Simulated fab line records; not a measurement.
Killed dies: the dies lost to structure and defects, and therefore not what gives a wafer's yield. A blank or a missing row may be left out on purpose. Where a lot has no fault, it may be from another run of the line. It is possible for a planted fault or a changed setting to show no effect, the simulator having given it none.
fab line records	flow n5_finfet
record lots=11	wafers=33	last_day=17
route steps=1938 shown BEOL_M5@1112 PASSIVATION@1936
lots untouched by any fault: they come from a run of this same line in which no faults occurred
start_h: the number of hours between the record's first day and the start of the first shown wafer of the lot	wait_h: hours elapsed since this lot's preceding step	" the same as in the row above	L1.1+2: a single row standing in for several wafers	- no value, or no start was given	* or withheld: withheld	< > ~ a bound
route shown NAME@n: names a module that has steps shown in the file, with the first one's number in the route	usual: mean/standard deviation taken from wafers without a fault	same: alike in all rows	chamber/n: place in a boat	sites: each site's reading	_std_site: the standard deviation of these	_edge_site: inner sites' mean taken away from outer sites' mean	radius_mm: for every site, how far away it sits from the centre of the wafer	mask NAME#n: copy n	behind: tool/chamber where the wafer was last shaped	hold: why the lot was held/for how many hours/how that ended	device: whichever transistor did not switch (one of n, p or np)	end of line: tests run on the same wafers once the route is complete	where a step has no rows: the recipe by itself	killed: dies that structure and defects cost at the first sort, which is not the same as the wafer's yield	map: a wafer's dies, marking killed ones x, the rest . and places with no die _
set.NAME: setting as actually run; set.NAME@STEP: the setting as run at that earlier step	model.NAME: the simulator's own value behind a step, which no gauge read
a sample of lots followed through the steps of the route, with each step as a table and each wafer as a row
services: a tool's chamber out of use, with start hour (start_h, from the record's first day; less than 0 if before it), hours out, and reason
## steps
# step N5_BEOL_M5_ILD_DEP_00
# recipe material=SiCOH_lowk	target_thk_a=1406.4	temp_c=300	precursor=DEMS/porogen	pressure_torr=5	rf_w=500	time_s=25.9
# usual heater_power_w=359/66	showerhead_plenum_p_Torr=5.740/0.014	throttle_valve_pct=13.5/0.84
lot.wafer	tool	chamber	start_h	wait_h	heater_power_w	showerhead_plenum_p_Torr	throttle_valve_pct
L159.3	pecvd-04	0	170.89	0.5	379	5.754	12.8
L159.4	"	2	"	"	407	5.739	13.7
L159.5	"	1	"	"	446	5.716	13.5
L163.1	pecvd-04	0	199.66	0.8	406	5.758	12.9
L163.4	"	1	"	"	427	5.720	13.5
L163.5	"	2	"	"	390	5.734	13.9
L165.1	pecvd-01	0	203.06	0.8	302	5.738	14.9
L165.3	"	2	"	"	316	5.749	12.4
L165.5	"	1	"	"	236	5.715	14.1
L166.1	pecvd-03	1	217.71	0.8	262	5.731	15.1
L166.2	"	2	"	"	389	5.736	14.2
L166.5	"	0	"	"	247	5.738	15.0
L168.4	pecvd-04	2	234.98	0.4	407	5.731	12.8
L168.5	"	0	"	"	375	5.763	12.6
L168.6	"	1	"	"	474	5.722	13.5
L169.2	pecvd-03	2	244.79	0.7	413	5.728	13.9
L169.4	"	0	"	"	229	5.733	14.9
L169.5	"	1	"	"	262	5.744	15.4
L170.2	pecvd-03	0	249.34	0.7	201	5.752	14.8
L170.4	"	2	"	"	417	5.727	13.9
L170.6	"	1	"	"	275	5.742	15.2
L172.1	pecvd-04	0	249.86	0.8	371	5.750	12.7
L172.2	"	1	"	"	445	5.714	13.3
L172.6	"	1	"	"	457	5.724	13.3
L175.3	pecvd-04	2	270.14	0.5	360	5.729	12.3
L175.4	"	0	"	"	402	5.767	12.7
L175.5	"	2	"	"	366	5.721	13.0
L178.1	pecvd-04	1	287.92	0.8	454	5.731	13.3
L178.4	"	0	"	"	378	5.743	13.0
L178.6	"	2	"	"	381	5.748	12.5
L181.3	pecvd-04	0	306.73	0.5	367	5.764	12.7
L181.4	"	2	"	"	395	5.750	12.8
L181.5	"	1	"	"	432	5.726	13.6
# step N5_BEOL_M5_ETCH_61
# recipe chemistry=CF4	target=SiARC	target_depth_a=156	mask_material=CAR-EUV	time_s=26	ion_energy_ev=80	pressure_mtorr=40	source_w=545	bias_w=36	Ar_flow_sccm=100	cf4_flow_sccm=100	ends=cleared
# usual drypump_motor_current_A=5.8/0.6	etch_rf_on_time_s=25.7/0.32	oes_product_au=0.69/0.084	rf_vpp_V=184.2/1.2	showerhead_plenum_p_Torr=2.15/0.077	throttle_valve_pct=15.58/0.17
lot.wafer	tool	chamber	start_h	wait_h	drypump_motor_current_A	etch_rf_on_time_s	oes_product_au	rf_hours_counter_h	rf_vpp_V	showerhead_plenum_p_Torr	throttle_valve_pct
L159.3	rie_diel-04	3	174.24	0.0	6.7	25.6	0.59	213	181.4	2.04	15.54
L159.4	"	2	"	"	6.1	25.8	0.61	225	183.4	2.12	15.79
L159.5	"	3	"	"	6.8	25.6	0.59	-	183.6	2.04	15.55
L163.1	rie_diel-03	2	202.03	0.0	5.4	25.6	0.63	192	183.9	2.13	15.77
L163.4	"	0	"	"	5.1	25.4	0.63	173	183.5	2.06	15.53
L163.5	"	3	"	"	6.4	25.4	0.78	-	184.9	2.27	15.24
L165.1	rie_diel-04	2	204.58	0.0	6.1	26.2	0.60	236	184.1	2.11	15.83
L165.3	"	0	"	"	5.4	25.9	0.65	167	184.7	2.22	15.78
L165.5	"	3	"	"	6.8	25.8	0.58	-	182.5	2.04	15.55
L166.1	rie_diel-03	0	220.84	0.0	5.1	25.8	0.61	178	183.7	2.05	15.57
L166.2	"	2	"	"	5.5	25.8	0.62	199	183.1	2.13	15.76
L166.5	"	2	"	"	5.5	25.8	0.63	-	183.7	2.13	15.78
L168.4	rie_diel-03	2	237.97	0.0	5.5	25.4	0.62	206	185.5	2.13	15.79
L168.5	"	2	"	"	5.5	25.7	0.61	-	182.0	2.13	15.77
L168.6	"	3	"	"	6.4	25.8	0.75	-	186.5	2.27	15.26
L169.2	rie_diel-03	3	246.60	0.0	6.4	26.0	0.74	33	187.3	2.27	15.27
L169.4	"	0	"	"	5.1	25.8	0.61	188	183.5	2.05	15.55
L169.5	"	0	"	"	5.1	25.9	0.61	-	183.1	2.05	15.56
L170.2	rie_diel-01	0	252.14	0.0	5.9	25.4	0.77	45	186.8	2.26	15.35
L170.4	"	1	"	"	4.7	25.6	0.78	20	184.4	2.19	15.51
L170.6	"	2	"	"	6.6	25.2	0.79	-	182.3	2.10	15.51
L172.1	rie_diel-04	1	252.86	0.0	5.4	25.3	0.77	29	183.9	2.19	15.50
L172.2	"	3	"	"	6.7	26.0	0.57	236	182.4	2.03	15.59
L172.6	"	3	"	"	6.7	26.1	0.57	-	182.7	2.03	15.59
L175.3	rie_diel-04	2	271.63	0.0	6.1	25.8	0.85	2	183.0	2.11	15.37
L175.4	"	1	"	"	5.4	25.4	0.76	35	184.5	2.19	15.49
L175.5	"	3	"	"	6.8	25.7	0.57	-	183.4	2.03	15.62
L178.1	rie_diel-04	0	290.37	0.0	5.4	26.0	0.63	194	185.5	2.21	15.85
L178.4	"	1	"	"	5.4	25.4	0.76	40	184.1	2.18	15.51
L178.6	"	2	"	"	6.1	25.9	0.83	-	184.7	2.11	15.37
L181.3	rie_diel-01	2	310.27	0.0	6.6	25.4	0.76	31	184.2	2.09	15.53
L181.4	"	0	"	"	5.9	25.1	0.75	63	184.7	2.25	15.40
L181.5	"	1	"	"	4.7	25.4	0.76	-	186.1	2.18	15.54
# step N5_BEOL_M5_COAT_22
# recipe resist=CAR-EUV	spin_rpm=1500	resist_thk_nm=30
# usual spin_speed_rpm=1500.1/1
lot.wafer	tool	chamber	start_h	wait_h	spin_speed_rpm
L159.3	litho_track-02	0	175.57	-	1498.6
L159.4	"	0	"	"	1501.3
L159.5	"	0	"	"	1500.3
L163.1	litho_track-03	0	202.52	-	1500.5
L163.4	"	0	"	"	1500.4
L163.5	"	0	"	"	1500.6
L165.1	litho_track-05	0	208.96	-	1497.7
L165.3	"	0	"	"	1499.3
L165.5	"	0	"	"	1501.4
L166.1	litho_track-03	0	222.23	-	1500.6
L166.2	"	0	"	"	1500.3
L166.5	"	0	"	"	1500.7
L168.4	litho_track-03	0	238.47	-	1500.3
L168.5	"	0	"	"	1499.4
L168.6	"	0	"	"	1500.6
L169.2	litho_track-02	0	247.45	-	1500.5
L169.4	"	0	"	"	1500.4
L169.5	"	0	"	"	1498.9
L172.1	litho_track-02	0	253.45	-	1621.8
L172.2	"	0	"	"	1622.5
L172.6	"	0	"	"	1620.7
L170.2	litho_track-05	0	254.47	-	1501.3
L170.4	"	0	"	"	1499.5
L170.6	"	0	"	"	1499.1
L175.3	litho_track-02	0	272.25	-	1623.7
L175.4	"	0	"	"	1622.0
L175.5	"	0	"	"	1623.8
L178.1	litho_track-05	0	291.41	-	1499.1
L178.4	"	0	"	"	1502.5
L178.6	"	0	"	"	1499.9
L181.3	litho_track-03	0	311.86	-	1498.9
L181.4	"	0	"	"	1499.8
L181.5	"	0	"	"	1499.0
# step N5_BEOL_M5_OVL_MEAS_29
# recipe points_per_wafer=522
# usual V4_OVL=0.4/0.72
lot.wafer	tool	chamber	start_h	wait_h	V4_OVL[nm]
L159.3	overlay-02	0	175.88	0.0	0.9
L159.4	"	0	"	"	0.1
L159.5	"	0	"	"	-0.2
L163.1	overlay-02	0	202.94	0.0	1.1
L163.4	"	0	"	"	1.2
L163.5	"	0	"	"	-0.1
L165.1	overlay-01	0	209.26	0.0	-0.2
L165.3	"	0	"	"	-0.1
L165.5	"	0	"	"	0.3
L166.1	overlay-02	0	222.53	0.0	0.2
L166.2	"	0	"	"	1.0
L166.5	"	0	"	"	-0.1
L168.4	overlay-01	0	238.92	0.0	0.4
L168.5	"	0	"	"	-0.5
L168.6	"	0	"	"	0.0
L169.2	overlay-02	0	247.75	0.0	-1.3
L169.4	"	0	"	"	0.2
L169.5	"	0	"	"	0.0
L172.1	overlay-02	0	253.87	0.0	1.5
L172.2	"	0	"	"	1.0
L172.6	"	0	"	"	0.6
L170.2	overlay-01	0	254.78	0.0	0.6
L170.4	"	0	"	"	0.3
L170.6	"	0	"	"	1.3
L175.3	overlay-01	0	272.56	0.0	0.5
L175.4	"	0	"	"	0.6
L175.5	"	0	"	"	1.3
L178.1	overlay-01	0	291.71	0.0	1.7
L178.4	"	0	"	"	1.5
L178.6	"	0	"	"	0.7
L181.3	overlay-02	0	312.29	0.0	0.4
L181.4	"	0	"	"	0.6
L181.5	"	0	"	"	0.3
# step N5_PASSIVATION_PROBE_49
# usual defect_limited_yield=91.7/1.5	killed_at_M0_to_M3=30/8.6	killed_at_M4_up=12/4.5	killed_at_contacts=13/5.8	killed_at_front_end=38/11	killed_at_other=4/3	killed_dies=97/17	killed_open=63/12	killed_short=32/8.8	sort_bin_5_function=4.8/0.91	sort_bin_6_memory=3.1/0.68	sort_n_pass=1083/17	sort_yield_pct=91.7/1.5
# same gross_dies=1180	killed_at_back_side=0	sort_bin_4_leakage[%]=0	sort_bin_8_speed[%]=0
lot.wafer	tool	chamber	start_h	wait_h	defect_limited_yield[%]	killed_at_M0_to_M3	killed_at_M4_up	killed_at_contacts	killed_at_front_end	killed_at_other	killed_dies	killed_open	killed_short	sort_bin_5_function[%]	sort_bin_6_memory[%]	sort_n_pass	sort_yield_pct[%]
L170.2	prober-02	-	357.05	0.1	92.9	19	16	15	32	2	84	60	21	3.7	3.1	1096	92.9
L172.1	prober-02	-	363.43	0.0	95.3	22	10	10	12	2	56	40	16	2.5	2.1	1124	95.3
L172.2	prober-02	-	363.48	0.1	94.7	27	8	2	24	1	62	39	21	3.6	1.6	1118	94.7
L172.6	prober-02	-	363.68	0.3	94.5	15	6	16	26	2	65	49	15	3.2	1.9	1115	94.5
# killed by level:class
L170.2 MOL_CONTACT_COAG:geometric_particle:open=13 DUMMY_GATE:geometric_particle:open=11 BEOL_M4:geometric_particle:open=6 BEOL_M2:geometric_particle:open=5 DUMMY_GATE:geometric_particle:short=4 BEOL_M0:geometric_particle:open=4 STI_FIN_REVEAL:geometric_particle:open=3 BEOL_M5:geometric_particle:open=3
L172.1 BEOL_M3:geometric_particle:open=9 MOL_CONTACT_COAG:geometric_particle:open=8 GATE_CUT:geometric_particle:short=5 BEOL_M6:geometric_particle:open=5 BEOL_M0_SAQP:geometric_particle:short=4 BEOL_M1:geometric_particle:open=4 BEOL_M0_SAQP:geometric_particle:open=3 BEOL_M5:geometric_particle:open=3
L172.2 BEOL_M0_SAQP:geometric_particle:short=8 STI_FIN_REVEAL:geometric_particle:open=5 BEOL_M3:geometric_particle:open=5 FIN_SAQP:geometric_particle:open=4 BEOL_M1:geometric_particle:open=4 BEOL_M6:geometric_particle:open=4 BEOL_M1:geometric_particle:short=3 STARTING-WAFER:geometric_particle:open=3
L172.6 MOL_CONTACT_COAG:geometric_particle:open=13 FIN_SAQP:geometric_particle:open=5 STI_FIN_REVEAL:geometric_particle:open=5 BEOL_M1:geometric_particle:open=4 STARTING-WAFER:geometric_particle:open=4 MOL_CONTACT_COAG:geometric_particle:short=3 BEOL_M0_SAQP:geometric_particle:open=3 STARTING-WAFER:geometric_particle:short=3
## services
tool	chamber	start_h	hours	kind
rie_diel-04	1	149.68	-	clean
rie_diel-04	1	149.68	-	consumable_replace:focus_ring
pecvd-04	1	152.85	5.5	scheduled_down
rie_diel-04	0	161.53	6.6	repair
rie_diel-03	1	175.27	12.3	repair
pecvd-04	-	181.78	1.6	repair
pecvd-03	2	185.47	8.2	repair
pecvd-03	-	193.15	14.6	pm
rie_diel-04	3	193.45	8.9	repair
pecvd-04	2	202.47	-	clean
pecvd-04	2	202.47	-	consumable_replace:showerhead
pecvd-04	2	202.47	29.0	scheduled_down
pecvd-04	2	202.47	29.0	vent_cycle
rie_diel-04	-	211.67	2.8	pm
rie_diel-01	-	217.33	9.7	repair
rie_diel-04	-	217.33	2.1	repair
pecvd-03	-	228.69	2.8	pm
rie_diel-01	-	229.97	2.8	pm
pecvd-01	-	232.63	14.6	pm
rie_diel-04	1	239.23	6.4	repair
rie_diel-04	2	247.20	-	clean
rie_diel-04	2	247.20	-	consumable_replace:focus_ring
pecvd-03	1	280.50	2.5	repair
rie_diel-01	3	284.47	7.4	repair
## key
first_sign step=N5_BEOL_M5_COAT_22	reading=spin_speed_rpm	direction=up	sigmas=99+	usual=*	struck=*
effect none on later readings
met_at N5_BEOL_M5_COAT_22
struck_lots L172,L175
not_acting_at N5_BEOL_M5_ILD_DEP_00,N5_BEOL_M5_ETCH_61,N5_BEOL_M5_OVL_MEAS_29
onset_between 247.45 253.45
fault kind=process_parameter_drift	tool=litho_track-02	chamber=-	onset_h=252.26	steps=N5_BEOL_M5_COAT_22	channel=spin_rpm	offset=*	shape=step	end_h=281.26	acts_in=*	stated=*
